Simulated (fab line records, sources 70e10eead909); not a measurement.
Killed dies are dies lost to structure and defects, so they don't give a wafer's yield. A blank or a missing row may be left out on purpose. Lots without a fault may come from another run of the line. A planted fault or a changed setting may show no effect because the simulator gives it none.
Which tool did it? | flow nand_harc | 12 lots, 36 wafers sampled, at 6 steps of a route of 1159

WHAT THE GAUGES READ, wafer by wafer
NHARC_P_STI_OVL_MEAS_10.
lot  | measured    | on         | overlay_x_nm (nm) | overlay_y_nm (nm)
L161 | day 2 14:25 | overlay-01 | 7 7 7             | 0 0 0
L162 | day 2 14:35 | overlay-02 | -9 -9 -9          | -2 -3 -2
L163 | day 3 00:32 | overlay-01 | -5 -5 -5          | 6 5 6
L164 | day 3 05:29 | overlay-01 | 8 7 8             | 1 0 0
L168 | day 4 06:55 | overlay-02 | -6 -6 -6          | -5 -4 -4
L177 | day 6 09:58 | overlay-02 | -3 -3 -3          | -14 -15 -15
L178 | day 6 17:16 | overlay-01 | -5 -5 -5          | 2 2 1
L180 | day 7 05:00 | overlay-01 | 5 6 5             | 4 4 3
L181 | day 7 13:59 | overlay-02 | 7 7 6             | -1 -1 -2
L182 | day 7 13:49 | overlay-01 | -7 -8 -8          | 10 10 10
L183 | day 7 23:58 | overlay-01 | -4 -4 -4          | -5 -5 -5
L184 | day 8 06:42 | overlay-02 | 0 0 0             | -5 -6 -5

NHARC_P_GATE_CD_MEAS_11: target cd 1640 nm.
lot  | measured    | on        | cd_nm (nm)
L161 | day 4 07:28 | cd_sem-03 | 1635.3 1639.4 1639.5
L162 | day 4 07:19 | cd_sem-03 | 1639.7 1639.9 1643.7
L163 | day 4 16:35 | cd_sem-02 | 1643.1 1644.1 1642.9
L164 | day 4 20:33 | cd_sem-01 | 1640.1 1639.7 1640.8
L168 | day 5 20:37 | cd_sem-02 | - - -
L177 | day 7 23:40 | cd_sem-01 | 1636.5 1636.9 1637.0
L178 | day 8 05:26 | cd_sem-01 | 1640.3 1640.8 1637.1
L180 | day 8 22:07 | cd_sem-01 | 1642.0 1643.0 1640.1
L181 | day 9 06:05 | cd_sem-01 | 1642.1 1645.0 1642.2
L182 | day 9 05:55 | cd_sem-02 | 1639.9 1637.9 1639.7
L183 | day 9 11:07 | cd_sem-01 | 1640.8 1637.0 1639.2
L184 | day 9 21:43 | cd_sem-01 | 1638.3 1639.1 1642.4

NHARC_END_SORT_01.
lot  | measured     | on        | killed_at_array | killed_at_other | killed_at_periphery | killed_dies | killed_open | killed_short
L168 | day 21 01:43 | prober-02 | 23 21 23        | 1 3 5           | 653 653 649         | 677 677 677 | 4 3 3       | 3 0 2

WHICH TOOL RAN EACH LOT (tool, then ch and the chambers of the sampled wafers, then the start)
lot  | NHARC_P_ZERO_WELL_DESCUM_39       | NHARC_P_GATE_EXPOSE_08           | NHARC_P_GATE_STRIP_111
L161 | rie_diel-13 ch 0,1,2, day 1 16:04 | krf_scanner-01 ch 0, day 4 07:19 | plasma_asher-02 ch 0,1, day 5 11:33
L162 | rie_diel-13 ch 0,1,2, day 1 22:39 | krf_scanner-03 ch 0, day 4 07:09 | plasma_asher-02 ch 0,1, day 5 11:58
L163 | rie_diel-13 ch 0,2,3, day 2 04:19 | krf_scanner-04 ch 0, day 4 16:25 | plasma_asher-02 ch 0,1, day 5 19:34
L164 | rie_diel-13 ch 0,1,3, day 2 10:17 | krf_scanner-03 ch 0, day 4 20:24 | plasma_asher-02 ch 0,1, day 5 22:39
L168 | rie_diel-12 ch 1,2, day 3 10:23   | krf_scanner-04 ch 0, day 5 20:28 | plasma_asher-01 ch 0,1, day 7 00:06
L177 | rie_diel-12 ch 1,2,3, day 5 16:18 | krf_scanner-04 ch 0, day 7 23:31 | plasma_asher-02 ch 0,1, day 9 06:16
L178 | rie_diel-09 ch 0,1,3, day 5 22:21 | krf_scanner-01 ch 0, day 8 05:17 | plasma_asher-02 ch 0,1, day 9 13:14
L180 | rie_diel-13 ch 1,2,3, day 6 10:23 | krf_scanner-03 ch 0, day 8 21:57 | plasma_asher-01 ch 0, day 10 00:59
L181 | rie_diel-13 ch 2,3, day 6 16:29   | krf_scanner-01 ch 0, day 9 05:56 | plasma_asher-01 ch 1, day 10 08:20
L182 | rie_diel-09 ch 1,2, day 6 22:17   | krf_scanner-04 ch 0, day 9 05:46 | plasma_asher-02 ch 0,1, day 10 08:52
L183 | rie_diel-13 ch 0,2, day 7 04:16   | krf_scanner-01 ch 0, day 9 10:58 | plasma_asher-01 ch 0,1, day 10 13:48
L184 | rie_diel-09 ch 1,3, day 7 10:16   | krf_scanner-03 ch 0, day 9 21:34 | plasma_asher-02 ch 0,1, day 11 01:08
- NHARC_P_ZERO_WELL_DESCUM_39: chemistry O2, time 3 s.
- NHARC_P_GATE_EXPOSE_08: exposes mask P HV.
- NHARC_P_GATE_STRIP_111: strips in N2/H2, time 250 s.

WHAT THE TOOLS THEMSELVES READ (means of the sampled wafers that have a number; where no wafer has one, the mark that the record gives instead)
NHARC_P_ZERO_WELL_DESCUM_39.
lot  | tool        | chamber_pressure_mTorr (mTorr) | drypump_motor_current_A (A) | o2_flow_sccm (sccm) | oes_product_au (a.u.) | rf_vpp_V (V) | showerhead_plenum_p_Torr (Torr) | throttle_valve_pct (%)
L161 | rie_diel-13 | 59.98                          | 5.60                        | 199.8               | 1.006                 | 58.0         | 1.95                            | 11.310
L162 | rie_diel-13 | 60.05                          | 5.61                        | 200.2               | 1.012                 | 57.6         | 1.95                            | 11.320
L163 | rie_diel-13 | 59.97                          | 5.76                        | 200.5               | 1.004                 | 57.5         | 1.95                            | 11.312
L164 | rie_diel-13 | 60.00                          | 5.84                        | 200.5               | 0.989                 | 57.0         | 1.92                            | 11.317
L168 | rie_diel-12 | 60.00                          | 6.16                        | 200.1               | 1.009                 | 58.2         | 1.88                            | 11.315
L177 | rie_diel-12 | 60.01                          | 5.97                        | 199.7               | 1.020                 | 58.3         | 1.90                            | 11.307
L178 | rie_diel-09 | 60.05                          | 5.69                        | 200.2               | 0.996                 | 57.9         | 1.92                            | 11.315
L180 | rie_diel-13 | 59.98                          | 5.68                        | 199.5               | 1.004                 | 57.7         | 1.93                            | 11.310
L181 | rie_diel-13 | 60.00                          | 5.59                        | 199.6               | 0.991                 | 58.6         | 1.96                            | 11.311
L182 | rie_diel-09 | 59.95                          | 5.85                        | 199.6               | 1.007                 | 58.3         | 2.00                            | 11.315
L183 | rie_diel-13 | 59.97                          | 5.53                        | 200.0               | 0.988                 | 58.0         | 1.98                            | 11.308
L184 | rie_diel-09 | 60.01                          | 5.80                        | 199.2               | 0.998                 | 57.1         | 1.98                            | 11.314

NHARC_P_GATE_STRIP_111.
lot  | tool            | drypump_motor_current_A (A) | heater_power_w (W) | rf_refl_power_W (W)
L161 | plasma_asher-02 | 6.0                         | 79.6               | 19.5
L162 | plasma_asher-02 | 6.0                         | 78.6               | 19.4
L163 | plasma_asher-02 | 5.6                         | 79.5               | 19.6
L164 | plasma_asher-02 | 6.0                         | 80.0               | 20.4
L168 | plasma_asher-01 | 5.6                         | 80.4               | 16.9
L177 | plasma_asher-02 | 6.0                         | 80.9               | 19.7
L178 | plasma_asher-02 | 5.6                         | 80.1               | 20.2
L180 | plasma_asher-01 | 5.9                         | 80.2               | 16.5
L181 | plasma_asher-01 | 5.5                         | 80.4               | 16.3
L182 | plasma_asher-02 | 5.6                         | 80.0               | 20.3
L183 | plasma_asher-01 | 5.6                         | 81.2               | 16.6
L184 | plasma_asher-02 | 5.6                         | 81.1               | 19.5

THE ANSWER, worked out from the rows above alone
Rule: what is usual is taken from the lots themselves. Put in order of their means at a reading, lots are off if they are a third of the lots or fewer, leave a main group of 4 or more, and stand apart from it by a gap of 3 or more times the standard deviation of the main group's means; of several such gaps the widest counts. A main group whose means are all the same, to the digits that the tables above print for the reading, isn't used. A lot without any number at a reading at which 4 lots or more have one is off too. The other lots that the step has rows for count as sound. The gauges are gone through in route order, then the tools' own readings, and for those a lot's mean is taken as printed above. The first step at which some lot is off is used, and at that step the reading that is off furthest; a lot without a number counts as furthest.
Off: L168, at NHARC_P_GATE_CD_MEAS_11 (cd_nm). Without a number there: L168. The main group: mean 1640.2 nm, standard deviation 1.9.
A tool fits if, at a process step before that reading, it ran every lot that is off, and no sound lot after the first of them. The gauges at NHARC_P_GATE_CD_MEAS_11 aren't tried: what is off there is off at NHARC_P_GATE_STRIP_111 too, on other tools, and a gauge's error can't cause that. None of those tried fits.

WHAT THE SIMULATOR HAD PUT IN
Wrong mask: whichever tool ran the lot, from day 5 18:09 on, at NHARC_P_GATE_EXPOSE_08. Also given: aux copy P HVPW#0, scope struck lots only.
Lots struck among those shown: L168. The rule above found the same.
